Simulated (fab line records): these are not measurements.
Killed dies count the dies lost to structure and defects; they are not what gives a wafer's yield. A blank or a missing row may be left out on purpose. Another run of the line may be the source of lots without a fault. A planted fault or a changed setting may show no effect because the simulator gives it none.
Matching of chambers || flow n5 finfet || cvd co-02 running N5_BEOL_M0_CO_CAP_123: 3 sister chambers
The step material Co, precursor CCTBA/H2, target thk 2 nm, time 102.1 s. 6 wafers are shown with their chamber, then 12 later ones without.

## EACH WAFER AND ITS CHAMBER
{"wafer": "L082.3", "chamber": 2, "heater power w (W)": 215}
{"wafer": "L085.1", "chamber": 0, "heater power w (W)": 266}
{"wafer": "L085.6", "chamber": 2, "heater power w (W)": 213}
{"wafer": "L088.1", "chamber": 1, "heater power w (W)": 230}
{"wafer": "L088.2", "chamber": 0, "heater power w (W)": 264}
{"wafer": "L088.5", "chamber": 1, "heater power w (W)": 226}

## WAFERS WITHOUT THEIR CHAMBER
{"wafer": "L089.2", "heater power w (W)": 270}
{"wafer": "L089.5", "heater power w (W)": 227}
{"wafer": "L089.6", "heater power w (W)": 267}
{"wafer": "L091.1", "heater power w (W)": 225}
{"wafer": "L091.3", "heater power w (W)": 270}
{"wafer": "L091.6", "heater power w (W)": 273}
{"wafer": "L092.1", "heater power w (W)": 228}
{"wafer": "L092.2", "heater power w (W)": 273}
{"wafer": "L092.5", "heater power w (W)": 217}
{"wafer": "L094.2", "heater power w (W)": 223}
{"wafer": "L094.3", "heater power w (W)": 225}
{"wafer": "L094.4", "heater power w (W)": 265}

## CHAMBER TAKEN BY EACH
{"wafer": "L089.2", "from the rows above": 0, "in truth": 0}
{"wafer": "L089.5", "from the rows above": 1, "in truth": 1}
{"wafer": "L089.6", "from the rows above": 0, "in truth": 0}
{"wafer": "L091.1", "from the rows above": 1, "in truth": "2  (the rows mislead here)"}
{"wafer": "L091.3", "from the rows above": 0, "in truth": 0}
{"wafer": "L091.6", "from the rows above": 0, "in truth": 0}
{"wafer": "L092.1", "from the rows above": 1, "in truth": 1}
{"wafer": "L092.2", "from the rows above": 0, "in truth": 0}
{"wafer": "L092.5", "from the rows above": 2, "in truth": 2}
{"wafer": "L094.2", "from the rows above": 1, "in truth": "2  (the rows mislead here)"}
{"wafer": "L094.3", "from the rows above": 1, "in truth": 1}
{"wafer": "L094.4", "from the rows above": 0, "in truth": 0}
Placed correctly: 10 of 12. Not placeable from these rows: 0. Number placed wrongly: 2.
How it was worked out, from the rows above alone: a wafer's distance from a chamber is the root of the sum, over the readings, of the square of ((its reading less the chamber's mean) divided by the reading's scatter). If the next closest chamber is less than 2 further off than the closest, the wafer can't be placed; otherwise it belongs to the closest. The mean given for a chamber averages the wafers shown for that chamber. The scatter: the root of (the sum of the squares of (reading less its chamber's mean) over the shown wafers, divided by (wafers less chambers)).
